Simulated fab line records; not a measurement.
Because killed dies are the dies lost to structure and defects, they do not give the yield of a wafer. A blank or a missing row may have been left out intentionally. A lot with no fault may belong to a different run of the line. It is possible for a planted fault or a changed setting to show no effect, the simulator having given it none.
Comparing a struck lot with a sound one	flow n5Finfet	37 steps out of a route of 1938
Sound: wafers L758.4, L758.5, L758.6. The struck wafers were L751.1, L751.4, L751.5. At the end, the cause is stated.
Per side, at each step with rows, come the tool, then ch with its chambers, and then its first start. Under that, the readings that differ: sound wafers	struck wafers	difference of the means	sigmas: that difference in standard deviations of wafers without a fault.
alike: readings with means less than 2 such deviations apart, plus words and numbers identical on both sides. not compared: withheld readings, readings lacking a value on some wafer, bounds such as >300 that could conceal the same value, and numbers that have no deviation in the record and whose values overlap.
A row with sigmas, a row that says differs or no value, or rows on one side alone: a step with any of these is where the two part. Numbers that have no deviation but don't overlap get no sigmas and don't part them. A reading that every wafer of one side lacks parts them only if that side has two wafers or more.

first, 9 steps without rows for these wafers: N5_BEOL_M9_ALD_74 (deposits TaN, target thk 2 nm, pulse time 2 s, purge time 3 s); N5_BEOL_M9_SURFACE_TREAT_79; N5_BEOL_M9_CVD_78 (deposits Co from CCTBA/H2, target thk 2 nm, time 138.9 s); N5_BEOL_M9_SPUTTER_48 (material Cu, target thk 12 nm, time 2 s); N5_BEOL_M9_ECD_50 (material Cu, target thk 318 nm); N5_BEOL_M9_ANNEAL_51 (time 90 s); N5_BEOL_M9_CMP_52 (polishes, stops on SiCOH lowk, t overpolish 7 s, target thk 140 nm); N5_BEOL_M9_PRE_CLEAN_55 (time 15 s); N5_BEOL_M9_DEP_56 (deposits SiCN from 3MS/NH3, target thk 15 nm, time 26.5 s).
N5_BEOL_M10_ILD_DEP_00: deposits SiCOH lowk from DEMS/porogen, target thk 308.51 nm, time 58 s.
  sound on pecvd-02 ch 0,1,2, day 15 18:12; struck on pecvd-01 ch 0,2, day 14 13:21
reading	sound	struck	difference	sigmas
runLengthS (s)	101.0 100.5 100.6	103.2 103.2 104.9	+3.1	+5
model.SiCOH_lowk_of_BEOL_M10_ILD_DEP_00.thkNm (nm)	306.4 310.8 310.8	318.8 329.2 325	+15.0	
  alike: heaterPowerW, showerheadPlenumPTorr, throttleValvePct
then, 1 step without rows for these wafers: N5_BEOL_M10_CURE_71 (cures SiCOH lowk, time 240 s).
N5_BEOL_M10_THK_MEAS_01:
  sound on filmMetro-02 at day 15 18:46; struck on filmMetro-01 at day 14 13:56
reading	sound	struck	difference	sigmas
M10_ILD_THK (nm)	266 270 270	277 286 283	+13	+4
then, 23 steps without rows for these wafers: N5_BEOL_M10_PECVD_70 (deposits SiO2 from TEOS/O2, target thk 20 nm, time 22.7 s); N5_BEOL_M10_HM_DEP_02 (deposits TiN, target thk 20 nm); N5_BEOL_M10_COAT_59 (time 60 s, resist thk 100 nm); N5_BEOL_M10_COAT_60 (time 60 s, resist thk 30 nm); N5_BEOL_M10_COAT_05 (resist thk 90 nm); N5_BEOL_M10_EBR_07; N5_BEOL_M10_SOFTBAKE_06 (time 60 s); N5_BEOL_M10_EXPOSE_08 (exposes mask M10); N5_BEOL_M10_PEB_09 (peb time 60 s); N5_BEOL_M10_DEVELOP_10 (develop time 30 s); N5_BEOL_M10_DESCUM_16 (chemistry O2, time 7.9 s); N5_BEOL_M10_ETCH_61 (etches SiARC in CF4, target depth 39 nm, time 65 s); N5_BEOL_M10_ETCH_62 (etches SOC in N2/H2, target depth 110 nm, overetch 22 nm, time 165 s); N5_BEOL_M10_STRIP_68 (strips in N2/H2); N5_BEOL_M10_STRIP_67 (strips in CF4); N5_BEOL_M10_HM_OPEN_17 (chemistry Cl2/BCl3, target TiN, target depth 20 nm, overetch 6 nm); N5_BEOL_M10_STRIP_19 (strips in O2); N5_BEOL_M10_COAT_63 (time 60 s, resist thk 100 nm); N5_BEOL_M10_COAT_64 (time 60 s, resist thk 30 nm); N5_BEOL_M10_COAT_22 (resist thk 90 nm); N5_BEOL_M10_EBR_24; N5_BEOL_M10_SOFTBAKE_23 (time 60 s); N5_BEOL_M10_EXPOSE_25 (exposes mask V9).
N5_BEOL_M10_CMP_52: polishes, stops on SiCOH lowk, t overpolish 7 s, target thk 140 nm.
  sound on cmp-01 ch 1,2, day 16 01:45; struck on cmp-04 ch 0,1,3, day 14 20:49
reading	sound	struck	difference	sigmas
barrierFieldEndpointS (s)	30.1 29.4 30.5	28.4 28.7 28.3	-1.5	-3
timeToEndpointS (s)	69.4 69.0 71.9	63.9 63.9 61.8	-6.9	-3
model.SiCOH_lowk_of_BEOL_M10_ILD_DEP_00.thkNm (nm)	263.2 267.2 267	274 283.2 279.6	+13	
  alike: motorCurrentA, overpolishRunS, platenRpm
N5_PASSIVATION_PROBE_49:
  the record has rows for the struck wafers here (prober-02, day 16 18:19) and none for the sound ones

## WHERE THEY PART
First at N5_BEOL_M10_ILD_DEP_00; last, within this record, at N5_PASSIVATION_PROBE_49.

WHY: what the simulator had put in
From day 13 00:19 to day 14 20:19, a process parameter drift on pecvd-01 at N5_BEOL_M10_ILD_DEP_00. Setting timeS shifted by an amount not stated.
